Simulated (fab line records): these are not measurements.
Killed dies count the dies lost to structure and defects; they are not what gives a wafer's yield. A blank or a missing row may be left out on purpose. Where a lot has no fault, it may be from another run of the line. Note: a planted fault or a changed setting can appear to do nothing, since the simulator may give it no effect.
A struck lot beside a sound one :: flow nand harc :: 14 out of 1302 route steps
Sound: wafers L467.1, L467.2, L467.4. Wafers L470.3, L470.5 were the ones struck. Last of all comes the cause.
Each step with rows lists, per side, the tool, then ch with its chambers, then its first start. Under that, the readings that differ: sound wafers :: struck wafers :: difference of the means :: sigmas: that difference in standard deviations of wafers without a fault.
alike: words and numbers the same on both sides, and readings whose means are apart by under 2 such deviations; not compared: readings that were withheld, readings missing a value for some wafer, numbers with overlapping values and no deviation given by the record, and bounds like >300 which may hide the same value.
The two part at a step that has a row with sigmas, a row that says differs or no value, or rows on one side only. Non-overlapping numbers with no deviation appear without sigmas and do not part them. Lack of a reading on every wafer of one side parts them only where that side has two or more wafers.

first, 1 step without rows for these wafers: NHARC_A_ONON_D1_DEP_12 (target thk 1000 nm).
NHARC_A_ONON_D1_THK_MEAS_14: measures by ellipsometry.
  sound on film metro-02 at day 9 21:57; struck on film metro-01 at day 11 02:47
  alike: thk nm
then, 2 steps without rows for these wafers: NHARC_A_ONON_D1_ANNEAL_15 (time 3600 s); NHARC_A_ONON_D1_DEP_16 (target thk 1000 nm).
NHARC_A_ONON_D1_THK_MEAS_18: measures by ellipsometry.
  sound on film metro-02 at day 10 06:09; struck on film metro-02 at day 11 16:55
  alike: thk nm
then, no rows for these wafers at 1 step: NHARC_A_ONON_D1_DEP_19 (target thk 1000 nm).
NHARC_A_ONON_D1_THK_MEAS_21: measures by ellipsometry.
  sound on film metro-01 at day 10 06:44; struck on film metro-02 at day 11 17:28
  alike: thk nm
then, no rows for these wafers at 1 step: NHARC_A_ONON_D1_DEP_22 (target thk 1000 nm).
NHARC_A_ONON_D1_THK_MEAS_24: measures by ellipsometry.
  sound on film metro-01 at day 10 07:19; struck on film metro-01 at day 11 18:02
  alike: thk nm
then, no rows for these wafers at 1 step: NHARC_A_ONON_D1_DEP_25 (target thk 1000 nm).
NHARC_A_ONON_D1_THK_MEAS_27: measures by ellipsometry.
  sound on film metro-02 at day 10 07:52; struck on film metro-01 at day 11 18:36
  alike: thk nm
NHARC_A_ONON_D1_DEP_28: target thk 1000 nm.
  sound on pecvd onon-02 ch 0, day 10 07:56; struck on pecvd onon-02 ch 0, day 11 18:46
NHARC_A_ONON_D1_THK_MEAS_30: measures by ellipsometry.
  sound on film metro-02 at day 10 08:27; struck on film metro-01 at day 11 19:20
reading: thk nm (nm)
sound: 1008 1007 1009
struck: 1617 1615
difference: +608
sigmas: +70
  not compared: hold
NHARC_A_ONON_D1_DEP_33: deposits SiO2, target thk 200 nm.
  sound on pecvd-02 ch 0,2, day 10 08:35; struck on pecvd-02 ch 1,2, day 12 02:00
reading: hold
sound: - - -
struck: await dispo/6.6h/release await dispo/6.6h/release
difference: no value on the sound wafers
sigmas: 
  alike: heater power w, rf fwd power W, throttle valve pct

== WHERE THEY PART ==
Last at NHARC_A_ONON_D1_DEP_33 as far as this record goes, first at NHARC_A_ONON_D1_THK_MEAS_30.

WHY: what the simulator had put in
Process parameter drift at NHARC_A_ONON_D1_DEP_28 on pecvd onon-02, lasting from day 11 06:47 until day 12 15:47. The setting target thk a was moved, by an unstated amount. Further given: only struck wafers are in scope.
